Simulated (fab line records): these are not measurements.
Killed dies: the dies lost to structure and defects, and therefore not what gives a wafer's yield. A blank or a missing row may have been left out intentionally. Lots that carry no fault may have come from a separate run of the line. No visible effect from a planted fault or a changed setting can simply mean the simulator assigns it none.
fab line records | flow n5Finfet | part 1 of 2: steps 1 to 4 of 6
record: lots: 21 wafers: 63 lastDay: 18
route steps=1938 shown BEOL_M4@1021
lots that met no fault: taken from a fault-free run of the same line
startH: the number of hours between the record's first day and the start of the first shown wafer of the lot | waitH: hours since the lot's step before | " as in the row above | L1.1+2: one row covering several wafers at once | - either no value or no given start | * or withheld: withheld | < > ~ a bound
route shown NAME@n: NAME is a module with steps in the file, n the number in the route of the first one | usual: mean/standard deviation of fault-free wafers | same: alike in all rows | chamber/n: place in a boat | sites: each site's reading | _std_site: standard deviation across them | _edge_site: mean of outer sites minus mean of inner sites | radiusMm: how far each site lies from the wafer's centre | mask NAME#n: copy n | behind: the tool/chamber that last shaped the wafer | hold: what put the lot on hold/how long, in hours/how the hold closed | device: the n, p or np transistor that did not switch | end of line: at the end of the route, the tests of the same wafers | a step given without rows: its recipe and nothing more | killed: count of dies lost to structure and defects at first sort (not the wafer's yield) | map: a wafer's dies, marking killed ones x, the rest . and places with no die _
set.NAME: the setting that was run; set.NAME@STEP: the one run at that earlier step | model.NAME: the simulator's own value behind a step, which no gauge read
a sample of lots followed through the steps of the route, with each step as a table and each wafer as a row
services: the hour from which a tool's chamber was out of use, counted from the record's first day as startH (under 0 if before that day), plus the number of hours and why
== steps ==
step: N5_BEOL_M4_ILD_DEP_00
recipe: material: SiOC targetThkA: 790 tempC: 350 precursor: DEMS/O2 pressureTorr: 5 rfW: 500 timeS: 15.3
usual: heaterPowerOuterW: 290/70 heaterPowerW: 535/99 showerheadPlenumPTorr: 5.697/0.016 throttleValvePct: 12.4/0.96
columns lot.wafer tool chamber startH waitH heaterPowerOuterW heaterPowerW showerheadPlenumPTorr throttleValvePct
L075.1 pecvd-03 0 169.94 0.0 297 589 5.714 12.8
L075.2 " 2 " " 202 407 5.706 11.6
L075.6 " 2 " " 201 414 5.699 11.4
L074.3 pecvd-03 2 178.21 0.0 208 424 5.699 11.2
L074.5 " 1 " " 291 517 5.668 12.6
L074.6 " 0 " " 304 582 5.706 12.7
L077.2 pecvd-03 2 184.03 0.0 204 425 5.691 11.2
L077.5 " 2 " " 209 427 5.703 11.3
L077.6 " 0 " " 334 632 5.704 12.7
L078.3 pecvd-01 1 194.77 0.0 257 482 5.707 11.5
L078.4 " 1 " " 256 479 5.698 11.6
L078.6 " 2 " " 244 468 5.694 12.0
L080.2 pecvd-01 2 208.21 0.0 260 470 5.684 11.8
L080.5 " 1 " " 306 555 5.703 11.8
L080.6 " 2 " " 262 466 5.701 12.0
L083.3 pecvd-01 0 212.21 0.0 371 686 5.685 14.5
L083.5 " 1 " " 326 580 5.715 11.7
L083.6 " 0 " " 386 718 5.685 14.5
L081.1 pecvd-03 1 222.50 0.0 360 593 5.668 12.3
L081.4 " 2 " " 213 442 5.701 11.4
L081.5 " 1 " " 365 592 5.669 12.4
L084.2 pecvd-03 0 238.25 0.0 277 547 5.712 12.6
L084.3 " 1 " " 353 587 5.663 12.3
L084.5 " 2 " " 176 379 5.711 11.5
L082.1 pecvd-03 0 240.32 0.0 337 619 5.700 13.0
L082.3 " 1 " " 367 602 5.670 12.6
L082.4 " 0 " " 335 610 5.714 12.9
L085.2 pecvd-03 0 241.57 0.0 318 603 5.700 12.9
L085.3 " 1 " " 302 528 5.681 12.6
L085.4 " 1 " " 297 527 5.664 12.5
L088.1 pecvd-03 2 243.00 0.0 197 396 5.719 11.5
L088.5 " 2 " " 204 413 5.704 11.3
L088.6 " 0 " " 309 583 5.725 12.9
L086.1 pecvd-03 1 248.66 0.0 371 611 5.658 12.3
L086.5 " 1 " " 371 618 5.676 12.7
L086.6 " 0 " " 293 568 5.724 12.9
L087.1 pecvd-01 2 254.67 0.0 224 434 5.685 11.8
L087.3 " 0 " " 376 670 5.685 14.6
L087.6 " 1 " " 329 564 5.710 11.4
L089.2 pecvd-01 2 254.94 0.0 220 412 5.677 11.7
L089.5 " 1 " " 319 556 5.696 11.7
L089.6 " 0 " " 393 725 5.685 14.5
L090.1 pecvd-02 1 263.48 0.0 225 451 5.695 12.7
L090.3 " 0 " " 201 489 5.713 11.7
L090.4 " 0 " " 215 484 5.705 12.0
L092.1 pecvd-01 0 276.24 0.0 426 746 5.675 14.4
L092.4 " 0 " " 446 759 5.696 14.6
L092.6 " 2 " " 255 479 5.678 11.8
L091.1 pecvd-01 1 281.94 0.0 251 461 5.697 11.7
L091.2 " 2 " " 267 478 5.670 11.6
L091.3 " 2 " " 263 472 5.696 12.0
L095.3 pecvd-02 1 282.24 0.0 180 383 5.708 12.7
L095.5 " 1 " " 179 394 5.695 12.8
L095.6 " 2 " " 217 434 5.699 11.5
L094.1 pecvd-01 0 295.44 0.0 446 770 5.690 14.5
L094.5 " 0 " " 435 764 5.690 14.4
L094.6 " 1 " " 286 504 5.704 11.8
L096.1 pecvd-02 2 308.38 0.0 225 434 5.699 11.5
L096.2 " 1 " " 232 445 5.702 12.5
L096.4 " 0 " " 189 469 5.716 12.1
L097.2 pecvd-03 1 312.90 0.0 389 641 5.680 12.2
L097.3 " 0 " " 317 600 5.703 12.7
L097.5 " 2 " " 220 437 5.714 11.6
step: N5_BEOL_M4_PECVD_72
recipe: material: SiO2 targetThkA: 160 tempC: 400 precursor: TEOS/O2 pressureTorr: 5.5 rfW: 450 teosFlowSccm: 53.8 gas: O2 flowSccm: 3000 timeS: 18
usual: heaterPowerOuterW: 447/88 heaterPowerW: 770/120 showerheadPlenumPTorr: 8.79/0.062 throttleValvePct: 23.1/1.7
columns lot.wafer tool chamber startH waitH heaterPowerOuterW heaterPowerW showerheadPlenumPTorr throttleValvePct
L075.1 pecvd-02 1 170.04 0.0 362 636 8.81 23.7
L075.2 " 0 " " 320 688 8.86 21.9
L075.6 " 2 " " 426 747 8.80 23.1
L074.3 pecvd-01 2 178.32 0.0 401 686 8.78 22.1
L074.5 " 0 " " 623 1036 8.78 27.4
L074.6 " 1 " " 528 818 8.82 21.6
L077.2 pecvd-03 1 184.13 0.0 472 788 8.65 23.3
L077.5 " 0 " " 535 905 8.85 24.0
L077.6 " 2 " " 386 707 8.85 20.9
L078.3 pecvd-01 2 194.87 0.0 434 739 8.76 21.9
L078.4 " 1 " " 519 834 8.84 21.9
L078.6 " 0 " " 647 1069 8.78 27.2
L080.2 pecvd-01 2 208.31 0.0 367 623 8.81 21.9
L080.5 " 2 " " 368 657 8.76 22.0
L080.6 " 1 " " 497 826 8.85 21.7
L083.3 pecvd-03 0 212.32 0.0 534 896 8.86 23.8
L083.5 " 1 " " 527 815 8.65 23.6
L083.6 " 0 " " 544 917 8.81 23.9
L081.1 pecvd-02 0 222.60 0.0 390 766 8.85 22.2
L081.4 " 1 " " 363 634 8.76 23.6
L081.5 " 0 " " 404 768 8.86 22.5
L084.2 pecvd-01 1 238.35 0.0 522 824 8.82 21.6
L084.3 " 2 " " 418 717 8.78 22.3
L084.5 " 2 " " 421 701 8.78 22.2
L082.1 pecvd-02 1 240.42 0.0 372 653 8.78 23.9
L082.3 " 2 " " 352 635 8.81 21.1
L082.4 " 0 " " 397 777 8.84 22.3
L085.2 pecvd-03 0 241.67 0.0 530 908 8.86 23.9
L085.3 " 1 " " 585 902 8.62 23.5
L085.4 " 0 " " 542 894 8.84 24.3
L088.1 pecvd-01 1 243.10 0.0 419 698 8.84 21.8
L088.5 " 0 " " 585 996 8.78 27.2
L088.6 " 1 " " 431 666 8.86 22.1
L086.1 pecvd-02 1 248.76 0.0 384 690 8.79 23.6
L086.5 " 2 " " 435 773 8.79 21.1
L086.6 " 1 " " 392 687 8.80 23.8
L087.1 pecvd-03 0 254.77 0.0 456 826 8.85 24.1
L087.3 " 2 " " 386 671 8.82 21.5
L087.6 " 2 " " 378 698 8.82 21.3
L089.2 pecvd-03 2 255.04 0.0 326 592 8.84 21.5
L089.5 " 0 " " 535 901 8.83 24.1
L089.6 " 2 " " 332 578 8.83 21.3
L090.1 pecvd-01 2 263.58 0.0 442 720 8.78 22.3
L090.3 " 0 " " 587 1006 8.76 26.9
L090.4 " 0 " " 592 963 8.78 26.8
L092.1 pecvd-01 2 276.34 0.0 356 607 8.78 22.5
L092.4 " 0 " " 585 982 8.77 27.1
L092.6 " 2 " " 350 627 8.77 22.3
L091.1 pecvd-02 2 282.06 0.0 417 720 8.79 21.3
L091.2 " 1 " " 397 681 8.76 23.7
L091.3 " 0 " " 369 748 8.85 22.1
L095.3 pecvd-03 1 282.34 0.0 577 898 8.65 23.3
L095.5 " 1 " " 559 885 8.65 23.4
L095.6 " 2 " " 406 696 8.84 21.6
L094.1 pecvd-03 1 295.56 0.0 539 866 8.64 23.5
L094.5 " 0 " " 527 913 8.86 23.8
L094.6 " 2 " " 383 690 8.82 21.4
L096.1 pecvd-02 0 308.49 0.0 373 741 8.83 22.4
L096.2 " 1 " " 340 632 8.77 23.6
L096.4 " 0 " " 375 744 8.86 22.4
L097.2 pecvd-02 2 313.01 0.0 386 686 8.79 21.0
L097.3 " 1 " " 409 698 8.77 23.4
L097.5 " 0 " " 374 728 8.88 22.3
step: N5_BEOL_M4_HM_OPEN_17
recipe: chemistry: Cl2/BCl3 targetDepthA: 200 overetchA: 60 target: TiN maskMaterial: SOC ionEnergyEv: 150 pressureMtorr: 10 icpW: 1000 biasW: 126 Cl2_flow_sccm: 53.25 bcl3FlowSccm: 21.75 Ar_flow_sccm: 25
usual: chamberPressureMTorr: 10.000/0.01 drypumpMotorCurrentA: 5.59/0.25 oesProductAu: 0.68/0.094 throttleValvePct: 22.2/0.31
columns lot.wafer tool chamber startH waitH chamberPressureMTorr drypumpMotorCurrentA oesProductAu rfHoursCounterH throttleValvePct
L075.1 rieMetal-02 0 171.28 0.0 9.990 5.75 0.51 131 22.5
L075.2 " 1 " " 9.996 5.92 0.53 110 22.6
L075.6 " 0 " " 9.987 5.77 0.51 - 22.5
L074.3 rieMetal-01 0 180.65 0.1 9.993 5.53 0.75 - 22.0
L074.5 " 0 " " 10.023 5.53 0.75 - 22.0
L074.6 " 1 " " 9.986 5.38 0.58 - 22.5
L077.2 rieMetal-03 0 185.71 0.0 10.002 5.89 0.80 3 21.8
L077.5 " 0 " " 10.022 5.89 0.81 - 21.8
L077.6 " 1 " " 10.005 5.27 0.72 - 21.9
L078.3 rieMetal-01 0 199.55 0.1 9.989 5.60 0.74 - 22.0
L078.4 " 1 " " 9.988 5.38 0.58 - 22.5
L078.6 " 0 " " 10.013 5.59 0.74 - 22.0
L080.2 rieMetal-02 1 209.32 0.1 10.002 5.92 0.53 - 22.6
L080.5 " 1 " " 10.000 5.92 0.52 - 22.6
L080.6 " 1 " " 10.005 5.88 0.52 - 22.6
L083.3 rieMetal-01 1 216.58 0.1 10.012 5.37 0.58 - 22.5
L083.5 " 0 " " 10.016 5.53 0.75 - 22.0
L083.6 " 1 " " 9.981 5.37 0.59 - 22.5
L081.1 rieMetal-01 0 225.31 0.0 9.993 5.53 0.74 15 22.0
L081.4 " 1 " " 9.983 5.40 0.58 - 22.6
L081.5 " 0 " " 10.004 5.56 0.73 - 22.0
L084.2 rieMetal-03 0 239.86 0.0 9.995 5.93 0.77 8 21.8
L084.3 " 1 " " 9.992 5.27 0.71 - 22.0
L084.5 " 1 " " 9.995 5.26 0.71 - 21.9
L082.1 rieMetal-01 1 243.02 0.0 10.031 5.37 0.57 77 22.5
L082.3 " 0 " " 10.003 5.55 0.73 - 22.0
L082.4 " 1 " " 10.014 5.39 0.57 - 22.6
L085.2 rieMetal-01 1 243.96 0.0 9.994 5.37 0.57 77 22.6
L085.3 " 0 " " 10.004 5.58 0.73 - 22.0
L085.4 " 1 " " 10.001 5.37 0.57 - 22.6
L088.1 rieMetal-03 0 244.70 0.0 10.004 5.95 0.78 8 21.8
L088.5 " 1 " " 10.010 5.25 0.70 - 22.0
L088.6 " 0 " " 9.993 5.91 0.78 - 21.8
L086.1 rieMetal-03 0 251.50 0.0 10.014 5.93 0.77 8 21.8
L086.5 " 1 " " 9.999 5.25 0.70 - 22.0
L086.6 " 0 " " 9.999 5.93 0.77 - 21.8
L087.1 rieMetal-03 1 256.83 0.0 9.989 5.28 0.71 27 21.9
L087.3 " 1 " " 10.000 5.26 0.70 - 22.0
L087.6 " 0 " " 10.005 5.92 0.77 - 21.8
L089.2 rieMetal-03 1 257.06 0.0 9.983 5.29 0.72 27 21.9
L089.5 " 1 " " 9.996 5.27 0.72 - 21.9
L089.6 " 0 " " 9.989 5.91 0.77 - 21.8
L090.1 rieMetal-03 0 268.66 0.0 10.017 5.91 0.77 9 21.8
L090.3 " 1 " " 10.002 5.28 0.70 - 22.0
L090.4 " 0 " " 9.982 5.95 0.76 - 21.8
L092.1 rieMetal-03 1 277.98 0.0 9.989 5.26 0.72 28 21.9
L092.4 " 0 " " 10.010 5.93 0.77 - 21.8
L092.6 " 1 " " 10.012 5.25 0.70 - 21.9
L091.1 rieMetal-02 0 283.36 0.0 10.005 5.79 0.79 6 22.4
L091.2 " 0 " " 10.014 5.78 0.79 - 22.4
L091.3 " 0 " " 10.015 5.79 0.78 - 22.4
L095.3 rieMetal-02 0 284.64 0.1 9.997 5.80 0.79 - 22.4
L095.5 " 0 " " 10.010 5.79 0.79 - 22.4
L095.6 " 0 " " 10.003 5.77 0.78 - 22.4
L094.1 rieMetal-03 1 297.74 0.0 9.995 5.25 0.70 30 21.9
L094.5 " 1 " " 9.992 5.25 0.70 - 22.0
L094.6 " 0 " " 9.999 5.93 0.76 - 21.8
L096.1 rieMetal-01 1 311.20 0.0 10.013 5.38 0.57 84 22.6
L096.2 " 0 " " 10.001 5.58 0.70 24 22.0
L096.4 " 1 " " 9.983 5.38 0.57 - 22.6
L097.2 rieMetal-01 0 317.52 0.0 10.004 5.56 0.72 26 22.0
L097.3 " 0 " " 9.999 5.54 0.72 - 22.0
L097.5 " 1 " " 10.000 5.39 0.57 - 22.6
step: N5_BEOL_M4_OVL_MEAS_29
recipe: pointsPerWafer: 522
usual: V3_OVL: -0.2/0.71
same: pointsPerWafer: 522
columns lot.wafer tool chamber startH waitH V3_OVL[nm]
L075.1 overlay-01 0 171.81 0.0 0.3
L075.2 " 0 " " 0.4
L075.6 " 0 " " 0.2
L074.3 overlay-01 0 181.22 0.0 -1.0
L074.5 " 0 " " -0.2
L074.6 " 0 " " -0.3
L077.2 overlay-02 0 186.25 0.0 0.2
L077.5 " 0 " " 0.0
L077.6 " 0 " " -0.2
L078.3 overlay-02 0 200.19 0.0 -1.3
L078.4 " 0 " " -1.7
L078.6 " 0 " " -1.7
L080.2 overlay-02 0 209.91 0.0 -1.4
L080.5 " 0 " " -0.1
L080.6 " 0 " " -0.9
L083.3 overlay-02 0 217.25 0.0 0.4
L083.5 " 0 " " 1.0
L083.6 " 0 " " 0.5
L081.1 overlay-02 0 226.02 0.0 -0.6
L081.4 " 0 " " 0.0
L081.5 " 0 " " -1.3
L084.2 overlay-02 0 240.64 0.0 0.4
L084.3 " 0 " " 0.0
L084.5 " 0 " " 0.4
L082.1 overlay-02 0 243.63 0.0 -0.6
L082.3 " 0 " " 0.3
L082.4 " 0 " " 0.2
L085.2 overlay-01 0 244.65 0.0 0.4
L085.3 " 0 " " -1.0
L085.4 " 0 " " -0.2
L088.1 overlay-02 0 245.23 0.0 0.7
L088.5 " 0 " " 0.9
L088.6 " 0 " " 0.0
L086.1 overlay-02 0 252.20 0.0 -0.3
L086.5 " 0 " " -0.8
L086.6 " 0 " " -0.7
L087.1 overlay-02 0 257.49 0.0 1.2
L087.3 " 0 " " 1.0
L087.6 " 0 " " 1.0
L089.2 overlay-01 0 257.73 0.0 1.1
L089.5 " 0 " " 0.5
L089.6 " 0 " " 0.8
L090.1 overlay-02 0 269.34 0.0 -0.6
L090.3 " 0 " " -0.9
L090.4 " 0 " " -1.2
L092.1 overlay-02 0 278.56 0.0 -0.5
L092.4 " 0 " " -0.2
L092.6 " 0 " " -0.8
L091.1 overlay-01 0 283.98 0.0 -1.2
L091.2 " 0 " " -0.9
L091.3 " 0 " " -0.7
L095.3 overlay-01 0 285.25 0.0 -0.1
L095.5 " 0 " " -0.3
L095.6 " 0 " " 1.0
L094.1 overlay-02 0 298.29 0.0 -0.5
L094.5 " 0 " " -0.4
L094.6 " 0 " " -0.1
L096.1 overlay-02 0 311.86 0.0 0.4
L096.2 " 0 " " 0.8
L096.4 " 0 " " 0.9
L097.2 overlay-01 0 318.08 0.0 0.6
L097.3 " 0 " " -1.2
L097.5 " 0 " " -0.6
